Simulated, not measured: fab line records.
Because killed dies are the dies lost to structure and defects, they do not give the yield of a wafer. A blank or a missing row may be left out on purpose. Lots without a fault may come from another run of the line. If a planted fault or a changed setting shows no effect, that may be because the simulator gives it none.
Problem report, 8D (eight disciplines) form, completed by code :: flow n5 finfet :: the parts of the form that need people (team, actions taken, sign-off) are left out

## 1. WHAT IS WRONG
spin speed rpm at N5_BEOL_M5_COAT_66 reads a mean of 1720.6 rpm on 6 wafers of 2 lots; wafers without a fault read 1500.2 rpm with a standard deviation of 1.3. So: +99 or more standard deviations from the usual mean.
The step: time 60 s, resist thk 12 nm.
Earliest sighting: wafer L273.1 on litho track-03 at day 16 03:28. The record holds 12 wafers of 4 lots with a number at this step. Rule for "out", or "out of limits": more than 4 standard deviations from the usual mean. Any other wafer with a number is counted as sound.

## 2. WHAT IT IS AND WHAT IT IS NOT
question: which readings at this step
is: spin speed rpm
is not: -

question: which lots
is: L273, L274
is not: L253, L275

question: which wafers of those lots
is: all that have a number
is not: -

question: read on which tools
is: litho track-03
is not: litho track-05

question: when
is: from day 16 03:28
is not: up to then (3 sound wafers); but 3 sound wafers of L275 came after

## 3. SUSPECTS, AND WHAT RULES EACH OUT
Counting: any tool at a process step up to the reading is kept as a suspect provided that every lot that is out went through it and no sound lot did after the first of them.
- litho track-03 at N5_BEOL_M5_COAT_66 (time 60 s, resist thk 12 nm): kept. Every lot that is out went through it, starting with L273 (day 16 03:28), and after that it ran no sound lot; the last sound lot it ran before then is L253 (day 10 11:25). Its own readings are out on those wafers: spin speed rpm.
Remaining after the count: litho track-03 at N5_BEOL_M5_COAT_66.

## 4. THE CAUSE (what the simulator had put in)
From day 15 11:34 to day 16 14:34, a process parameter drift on litho track-03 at N5_BEOL_M5_COAT_66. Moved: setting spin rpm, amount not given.
After counting, this tool was the only one left.

## 5. THE CHAIN OF EFFECTS, in route order
Rows list readings where the struck wafers' mean (over those with a number) sits beyond 3 standard deviations from the usual. Only readings whose record carries a usual standard deviation are examined. hours: median over the lots of the time between each lot's start at the first step of this table that gives one and its start at this step. sigmas: the change, counted in usual standard deviations.
hours: 0
step: N5_BEOL_M5_COAT_66
reading: spin speed rpm
usual: 1500.2 rpm
on struck wafers: 1720.6
change: +220.4
sigmas: +99 or more

hours: 0
step: N5_BEOL_M5_ETCH_67
reading: etch rf on time s
usual: 25.6 s
on struck wafers: 23.7
change: -1.9
sigmas: -3.2
The process steps in it:
- N5_BEOL_M5_COAT_66: time 60 s, resist thk 12 nm.
- N5_BEOL_M5_ETCH_67: etches SiARC in CF4, target depth 15.6 nm, time 26 s.

## 6. WHAT WOULD HAVE CAUGHT IT SOONER
16 hours passed between the start of the fault at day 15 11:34 and the first reading out of limits in this record, taken at day 16 03:28.
